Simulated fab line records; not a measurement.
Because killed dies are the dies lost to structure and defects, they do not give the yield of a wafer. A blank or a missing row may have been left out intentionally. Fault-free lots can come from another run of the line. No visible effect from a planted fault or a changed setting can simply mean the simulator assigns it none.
fab line records	flow n5_finfet
[record] lots = 10	wafers = 30	last_day = 18
route steps=1938 shown DUMMY_GATE@247 SPACER0@258 SD_EPI_N@263 BEOL_M4@1111 PASSIVATION@1936
lots with no fault: from the same line, run without faults
start_h: hours from the record's first day to the start of the lot's first wafer shown	wait_h: hours from the lot's prior step to this one	" identical to the entry in the row above	L1.1+2: several wafers, shown together as one row	- no value, or no start given	* or withheld: withheld	< > ~ a bound
route shown NAME@n: names a module that has steps shown in the file, with the first one's number in the route	usual: mean and standard deviation over wafers with no fault	same: alike in all rows	chamber/n: place in a boat	sites: each site's reading	_std_site: how widely they spread, as a standard deviation	_edge_site: inner sites' mean taken away from outer sites' mean	radius_mm: for every site, how far away it sits from the centre of the wafer	mask NAME#n: copy n	behind: the tool/chamber that last shaped the wafer	hold: what put the lot on hold/how long, in hours/how the hold closed	device: transistor that didn't switch, given as n, p or np	end of line: tests of these same wafers at the route's end	a step given without rows: its recipe and nothing more	killed: the dies lost at the first sort to structure and to defects; this is not the yield of the wafer	map: the dies of a wafer, with x for killed, . for not killed, _ for no die there
set.NAME: the setting that was run; set.NAME@STEP: the one run at that earlier step	model.NAME: the simulator's own value behind a step, which no gauge read
route steps across a sampled set of lots; one table per step, one row per wafer
services: from which hour (start_h, from the record's first day; less than 0 if before it) a tool's chamber was out of use, for how many hours, and why
[[steps]]
[step N5_DUMMY_GATE_ETCH_23]
[recipe] chemistry = HBr/Cl2/O2	HBr_flow_sccm = 150	Cl2_flow_sccm = 80	O2_flow_sccm = 12	bias_w = 102	target_depth_a = 410	time_s = 22.3	target = poly-Si	mask_material = SiO2	pressure_mtorr = 10	icp_w = 800
[usual] drypump_motor_current_A = 5.7/0.38	oes_product_au = 1.000/0.02	throttle_valve_pct = 37.16/0.22
lot.wafer	tool	chamber	start_h	wait_h	drypump_motor_current_A	oes_product_au	rf_hours_counter_h	throttle_valve_pct
L785.2	rie_si-02	2	52.19	0.0	5.6	0.972	131	37.51
L785.3	"	0	"	"	5.7	0.977	0	37.05
L785.6	"	1	"	"	6.2	1.008	-	36.63
L786.3	rie_si-01	2	54.35	0.0	5.5	1.012	186	37.16
L786.4	"	1	"	"	5.6	1.010	196	37.12
L786.6	"	2	"	"	5.5	1.018	-	37.17
L790.1	rie_si-02	0	77.61	0.0	5.7	0.977	1	37.08
L790.3	"	3	"	"	5.4	1.019	22	37.09
L790.5	"	3	"	"	5.5	1.011	-	37.09
L791.3	rie_si-05	3	84.71	0.0	6.2	1.035	181	36.94
L791.4	"	0	"	"	5.5	1.016	68	37.47
L791.5	"	2	"	"	5.3	0.972	-	37.37
L792.2	rie_si-01	3	89.34	0.0	6.1	0.987	76	37.14
L792.5	"	2	"	"	5.5	1.015	-	37.16
L792.6	"	1	"	"	5.6	0.995	-	37.12
L797.3	rie_si-02	2	118.75	0.0	5.5	0.972	132	37.51
L797.4	"	1	"	"	6.2	1.010	151	36.63
L797.5	"	3	"	"	5.4	1.005	-	37.09
L800.1	rie_si-05	0	137.25	0.0	5.5	1.013	69	37.46
L800.4	"	1	"	"	6.1	0.988	167	37.26
L800.6	"	2	"	"	5.2	0.965	-	37.36
L801.1	rie_si-05	2	145.08	0.0	5.3	0.976	35	37.37
L801.3	"	3	"	"	6.3	1.016	182	36.94
L801.4	"	0	"	"	5.5	1.015	69	37.48
L802.2	rie_si-05	0	148.71	0.0	5.6	1.008	69	37.48
L802.3	"	2	"	"	5.3	0.966	35	37.38
L802.6	"	2	"	"	5.3	0.968	-	37.37
L806.2	rie_si-01	1	176.09	0.0	5.6	1.003	1	37.23
L806.4	"	3	"	"	6.0	0.996	77	37.13
L806.6	"	3	"	"	6.0	0.995	-	37.14
[step N5_DUMMY_GATE_INSPECT_27]
[recipe] inspect_instrument = brightfield	mode = aei
[usual] raw_defect_count = 282/69
lot.wafer	tool	chamber	start_h	wait_h	raw_defect_count
L785.2	defect_inspect-01	-	52.67	0.0	302
L785.3	"	-	"	"	255
L785.6	"	-	"	"	448
L786.3	defect_inspect-01	-	54.81	0.0	287
L786.4	"	-	"	"	250
L786.6	"	-	"	"	252
L790.1	defect_inspect-02	-	78.06	0.0	228
L790.3	"	-	"	"	330
L790.5	"	-	"	"	286
L791.3	defect_inspect-02	-	85.20	0.0	235
L791.4	"	-	"	"	221
L791.5	"	-	"	"	199
L792.2	defect_inspect-02	-	89.80	0.0	389
L792.5	"	-	"	"	247
L792.6	"	-	"	"	229
L797.3	defect_inspect-01	-	119.20	0.0	251
L797.4	"	-	"	"	349
L797.5	"	-	"	"	247
L800.1	defect_inspect-01	-	137.83	0.0	264
L800.4	"	-	"	"	305
L800.6	"	-	"	"	206
L801.1	defect_inspect-01	-	145.53	0.0	383
L801.3	"	-	"	"	373
L801.4	"	-	"	"	348
L802.2	defect_inspect-02	-	149.16	0.0	202
L802.3	"	-	"	"	162
L802.6	"	-	"	"	144
L806.2	defect_inspect-01	-	176.54	0.0	256
L806.4	"	-	"	"	184
L806.6	"	-	"	"	233
[step N5_SPACER0_ALD_07]
[recipe] material = SiNx	target_thk_a = 20	temp_c = 400	ald_precursor_family = SiH2I2	ald_co_reactant = N2/H2-plasma	pressure_torr = 2
[usual] heater_power_w = 833/98
lot.wafer	tool	chamber	start_h	wait_h	heater_power_w
L785.2	ald_sin-03	0	53.02	0.4	915
L785.3	"	3	"	"	836
L785.6	"	0	"	"	917
L786.3	ald_sin-04	2	55.01	0.2	694
L786.4	"	0	"	"	874
L786.6	"	2	"	"	713
L790.1	ald_sin-01	3	78.09	0.0	904
L790.3	"	0	"	"	963
L790.5	"	1	"	"	856
L791.3	ald_sin-04	1	85.23	0.0	956
L791.4	"	3	"	"	685
L791.5	"	0	"	"	864
L792.2	ald_sin-03	1	89.83	0.0	683
L792.5	"	0	"	"	925
L792.6	"	3	"	"	812
L797.3	ald_sin-03	3	119.24	0.0	862
L797.4	"	2	"	"	856
L797.5	"	2	"	"	860
L800.1	ald_sin-03	0	137.87	0.0	922
L800.4	"	2	"	"	884
L800.6	"	0	"	"	916
L801.1	ald_sin-03	0	146.35	0.8	945
L801.3	"	1	"	"	676
L801.4	"	3	"	"	840
L802.2	ald_sin-03	0	149.42	0.3	900
L802.3	"	3	"	"	845
L802.6	"	0	"	"	950
L806.2	ald_sin-03	0	176.57	0.0	923
L806.4	"	2	"	"	854
L806.6	"	1	"	"	672
[step N5_SD_EPI_N_COAT_33]
[recipe] resist = SiARC	temp_c = 220	time_s = 60	spin_rpm = 1500	resist_thk_nm = 35
[usual] spin_speed_rpm = 1499.7/1.1
lot.wafer	tool	chamber	start_h	wait_h	spin_speed_rpm
L785.2	litho_track-02	0	53.62	-	1501.1
L785.3	"	0	"	"	1499.0
L785.6	"	0	"	"	1499.9
L786.3	litho_track-05	0	55.61	-	1502.8
L786.4	"	0	"	"	1500.5
L786.6	"	0	"	"	1499.7
L790.1	litho_track-05	0	78.70	-	1499.0
L790.3	"	0	"	"	1500.1
L790.5	"	0	"	"	1499.0
L791.3	litho_track-05	0	85.84	-	1498.7
L791.4	"	0	"	"	1500.2
L791.5	"	0	"	"	1500.0
L792.2	litho_track-05	0	90.43	-	1498.5
L792.5	"	0	"	"	1500.4
L792.6	"	0	"	"	1499.9
L797.3	litho_track-05	0	119.86	-	1498.1
L797.4	"	0	"	"	1499.3
L797.5	"	0	"	"	1501.3
L800.1	litho_track-02	0	138.47	-	1500.5
L800.4	"	0	"	"	1501.8
L800.6	"	0	"	"	1498.4
L801.1	litho_track-02	0	146.95	-	1431.8
L801.3	"	0	"	"	1434.0
L801.4	"	0	"	"	1429.4
L802.2	litho_track-02	0	150.02	-	1431.4
L802.3	"	0	"	"	1430.0
L802.6	"	0	"	"	1430.8
L806.2	litho_track-02	0	177.17	-	1430.8
L806.4	"	0	"	"	1429.7
L806.6	"	0	"	"	1430.6
[step N5_BEOL_M4_RC_MEAS_101]
[usual] DIBL_N = 35.8/1.4	DIBL_P = 35.8/1.6	IOFF_N = 0.152/0.021	IOFF_P = 0.204/0.027	ION_N = 672/8.7	ION_P = 461/6.2	SS_N = 71.5/0.54	SS_P = 73.1/0.57	VT_N = 250.0/2.5	VT_P = -250.6/2.7
lot.wafer	tool	chamber	start_h	wait_h	DIBL_N[mV/V]	DIBL_P[mV/V]	IOFF_N[nA/um]	IOFF_P[nA/um]	ION_N[uA/um]	ION_P[uA/um]	SS_N[mV/dec]	SS_P[mV/dec]	VT_N[mV]	VT_P[mV]
L785.2	prober-01	0	184.26	0.2	35.2	35.6	0.168	0.230	678	466	71.2	72.4	247.5	-248.2
L785.3	"	0	"	"	33.2	33.7	0.141	0.197	680	463	70.2	72.3	251.0	-248.5
L785.6	"	0	"	"	34.6	34.7	0.152	0.206	673	463	71.4	73.0	249.4	-247.2
L786.3	prober-01	0	192.44	0.3	36.7	38.0	0.175	0.212	683	463	72.8	73.2	251.0	-252.0
L786.4	"	0	"	"	35.8	37.4	0.163	0.192	692	462	72.6	72.9	249.6	-252.6
L786.6	"	0	"	"	35.3	36.7	0.156	0.185	680	461	72.0	72.8	250.9	-254.4
L790.1	prober-01	0	207.49	0.0	36.1	38.4	0.167	0.224	683	465	71.4	73.3	250.7	-252.5
L790.3	"	0	"	"	35.1	36.2	0.140	0.187	663	452	71.5	72.1	252.5	-252.6
L790.5	"	0	"	"	35.7	37.7	0.160	0.219	672	467	71.5	72.7	250.2	-250.2
L791.3	prober-02	0	215.75	0.3	36.8	37.3	0.168	0.235	688	473	71.8	74.4	249.5	-250.4
L791.4	"	0	"	"	34.2	34.0	0.117	0.185	671	464	70.6	73.1	252.3	-251.4
L791.5	"	0	"	"	36.4	37.8	0.171	0.241	680	470	72.0	73.7	249.9	-248.4
L792.2	prober-02	0	225.48	0.2	36.6	37.1	0.160	0.233	679	465	71.1	72.5	248.2	-248.4
L792.5	"	0	"	"	36.0	37.2	0.155	0.227	671	467	71.5	73.1	247.8	-247.3
L792.6	"	0	"	"	33.9	34.4	0.123	0.188	679	468	71.0	72.1	251.9	-248.1
L797.3	prober-01	0	241.49	0.3	36.2	36.1	0.148	0.185	660	450	71.7	73.4	250.4	-254.4
L797.4	"	0	"	"	35.8	35.8	0.143	0.178	672	460	71.3	73.4	250.5	-254.1
L797.5	"	0	"	"	35.5	34.8	0.141	0.175	667	459	71.3	73.7	252.3	-250.3
L800.1	prober-01	0	269.51	0.0	38.6	36.3	0.179	0.204	673	459	72.2	73.7	247.4	-250.7
L800.4	"	0	"	"	38.7	37.7	0.189	0.214	679	462	71.7	73.7	246.5	-251.5
L800.6	"	0	"	"	38.4	36.6	0.187	0.213	678	456	72.4	74.0	247.7	-249.0
L801.1	prober-02	0	269.62	0.0	34.4	35.1	0.130	0.181	669	459	71.3	72.5	252.1	-254.1
L801.3	"	0	"	"	34.2	34.7	0.122	0.163	657	454	70.9	72.5	253.9	-255.6
L801.4	"	0	"	"	34.6	34.9	0.126	0.170	659	455	71.3	72.5	254.7	-256.3
L802.2	prober-02	0	274.72	0.2	36.3	33.7	0.125	0.179	666	450	71.3	72.8	251.2	-251.7
L802.3	"	0	"	"	36.6	34.8	0.138	0.205	664	463	70.9	73.0	248.9	-248.7
L802.6	"	0	"	"	37.8	36.4	0.153	0.223	669	467	71.6	72.8	249.4	-248.9
L806.2	prober-01	0	308.32	0.2	37.1	36.6	0.175	0.236	681	469	71.5	73.4	250.5	-247.9
L806.4	"	0	"	"	37.5	37.4	0.194	0.260	680	468	71.4	74.0	246.3	-245.3
L806.6	"	0	"	"	37.0	37.1	0.192	0.255	692	478	70.6	73.7	244.7	-246.4
[step N5_PASSIVATION_PROBE_49]
[usual] defect_limited_yield = 91.6/1.4	killed_at_M0_to_M3 = 33/9.7	killed_at_M4_up = 13/5.4	killed_at_contacts = 13/6.6	killed_at_front_end = 36/11	killed_at_other = 3.9/3	killed_dies = 99/16	killed_open = 66/12	killed_short = 32/7.9	sort_bin_5_function = 4.9/0.9	sort_bin_6_memory = 3.2/0.67	sort_n_pass = 1081/16	sort_yield_pct = 91.6/1.4
[same] gross_dies = 1180	killed_at_back_side = 0	sort_bin_4_leakage[%] = 0	sort_bin_8_speed[%] = 0
lot.wafer	tool	chamber	start_h	wait_h	defect_limited_yield[%]	killed_at_M0_to_M3	killed_at_M4_up	killed_at_contacts	killed_at_front_end	killed_at_other	killed_dies	killed_open	killed_short	sort_bin_5_function[%]	sort_bin_6_memory[%]	sort_n_pass	sort_yield_pct[%]
L792.2	prober-01	-	333.50	0.1	90.8	35	14	23	33	3	108	80	28	5.8	3.2	1072	90.8
L792.5	prober-01	-	333.65	0.2	89.7	39	17	25	38	3	122	76	46	6.5	3.6	1058	89.7
L792.6	prober-01	-	333.70	0.3	89.2	46	19	16	40	6	127	90	36	5.5	5.1	1053	89.2
L797.3	prober-01	-	339.32	0.1	91.6	22	11	10	43	13	99	70	29	4.6	3.6	1081	91.6
L797.4	prober-01	-	339.37	0.2	90.4	33	7	7	63	3	113	87	26	5.7	3.7	1067	90.4
L797.5	prober-01	-	339.42	0.2	92.2	34	8	1	40	9	92	58	34	4.4	3.1	1088	92.2
L801.1	prober-01	-	370.92	0.0	89.1	67	4	8	49	1	129	75	54	6.6	3.7	1051	89.1
L801.3	prober-01	-	371.02	0.1	91.9	45	6	6	35	3	95	56	39	4.1	3.6	1085	91.9
L801.4	prober-01	-	371.07	0.2	91.7	53	6	8	31	0	98	69	28	4.8	3.1	1082	91.7
// killed by level:class
L792.2 MOL_CONTACT_COAG:geometric_particle:open=19 BEOL_M2:geometric_particle:open=11 FIN_SAQP:geometric_particle:open=10 BEOL_M0_SAQP:geometric_particle:open=10 BEOL_M1:geometric_particle:open=9 DUMMY_GATE:geometric_particle:open=7 BEOL_M4:geometric_particle:short=5 STARTING-WAFER:geometric_particle:short=5
L792.5 MOL_CONTACT_COAG:geometric_particle:open=20 BEOL_M0_SAQP:geometric_particle:short=11 FIN_SAQP:geometric_particle:short=8 BEOL_M2:geometric_particle:open=8 BEOL_M1:geometric_particle:open=7 FIN_SAQP:geometric_particle:open=6 DUMMY_GATE:geometric_particle:open=6 BEOL_M0_SAQP:geometric_particle:open=6
L792.6 MOL_CONTACT_COAG:geometric_particle:open=15 FIN_SAQP:geometric_particle:open=14 BEOL_M2:geometric_particle:open=14 BEOL_M1:geometric_particle:open=13 FIN_SAQP:geometric_particle:short=7 BEOL_M0_SAQP:geometric_particle:open=7 BEOL_M4:geometric_particle:open=7 BEOL_M0_SAQP:geometric_particle:short=5
L797.3 STI_FIN_REVEAL:geometric_particle:open=9 MOL_CONTACT_COAG:geometric_particle:open=9 BEOL_M2:geometric_particle:open=8 DUMMY_GATE:geometric_particle:open=7 GATE_CUT:geometric_particle:short=7 PASS1_CAP:geometric_particle:open=6 FIN_SAQP:geometric_particle:open=4 SPACER0:geometric_particle:open=4
L797.4 STI_FIN_REVEAL:geometric_particle:open=29 BEOL_M2:geometric_particle:open=9 MOL_CONTACT_COAG:geometric_particle:open=7 BEOL_M0_SAQP:geometric_particle:open=6 BEOL_M1:geometric_particle:open=6 STARTING-WAFER:geometric_particle:open=6 STI_FIN_REVEAL:geometric_particle:short=5 BEOL_M0_SAQP:geometric_particle:short=5
L797.5 BEOL_M0_SAQP:geometric_particle:open=8 BEOL_M2:geometric_particle:open=8 FIN_SAQP:geometric_particle:open=7 BEOL_M0_SAQP:geometric_particle:short=7 SPACER0:geometric_particle:short=5 FIN_SAQP:geometric_particle:short=4 STI_FIN_REVEAL:geometric_particle:open=4 DUMMY_GATE:geometric_particle:open=4
L801.1 BEOL_M0_SAQP:geometric_particle:short=29 BEOL_M0_SAQP:geometric_particle:open=18 STI_FIN_REVEAL:geometric_particle:open=14 FIN_SAQP:geometric_particle:open=7 MOL_CONTACT_COAG:geometric_particle:open=6 FIN_SAQP:geometric_particle:short=5 GATE_CUT:geometric_particle:open=5 BEOL_M1:geometric_particle:open=5
L801.3 BEOL_M0_SAQP:geometric_particle:short=12 BEOL_M1:geometric_particle:open=10 STI_FIN_REVEAL:geometric_particle:open=9 GATE_CUT:geometric_particle:short=7 BEOL_M0_SAQP:geometric_particle:open=6 BEOL_M2:geometric_particle:open=6 MOL_CONTACT_COAG:geometric_particle:open=5 FIN_SAQP:geometric_particle:open=4
L801.4 BEOL_M0_SAQP:geometric_particle:open=20 BEOL_M0_SAQP:geometric_particle:short=11 STI_FIN_REVEAL:geometric_particle:open=8 GATE_CUT:geometric_particle:open=7 MOL_CONTACT_COAG:geometric_particle:open=7 BEOL_M2:geometric_particle:open=7 BEOL_M1:geometric_particle:open=6 FIN_SAQP:geometric_particle:open=5
[[services]]
tool	chamber	start_h	hours	kind
rie_si-01	3	29.83	1.3	repair
rie_si-05	1	34.58	19.9	repair
ald_sin-03	-	39.89	2.0	repair
ald_sin-04	-	64.94	2.8	pm
rie_si-05	-	74.14	2.8	pm
ald_sin-04	-	85.77	14.0	pm
ald_sin-04	0	85.77	14.0	vent_cycle
ald_sin-04	1	85.77	14.0	vent_cycle
ald_sin-04	2	85.77	14.0	vent_cycle
ald_sin-04	3	85.77	14.0	vent_cycle
ald_sin-04	0	99.77	-	clean
ald_sin-04	1	99.77	-	clean
ald_sin-04	2	99.77	-	clean
ald_sin-04	3	99.77	-	clean
rie_si-01	1	110.14	-	clean
rie_si-01	1	110.14	16.4	scheduled_down
rie_si-01	1	110.14	16.4	vent_cycle
ald_sin-04	3	151.50	8.4	repair
rie_si-05	-	151.86	0.2	repair
[[key]]
[first_sign] step = N5_SD_EPI_N_COAT_33	reading = spin_speed_rpm	direction = down	sigmas = 60	usual = *	struck = *
effect none on later readings
met_at N5_SD_EPI_N_COAT_33
struck_lots L801,L802,L806
not_acting_at N5_DUMMY_GATE_ETCH_23,N5_DUMMY_GATE_INSPECT_27,N5_SPACER0_ALD_07
onset_between 138.47 146.95
[fault] kind = process_parameter_drift	tool = litho_track-02	chamber = -	onset_h = 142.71	steps = N5_SD_EPI_N_COAT_33	channel = spin_rpm	offset = *	shape = step	end_h = 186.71	acts_in = *	stated = *
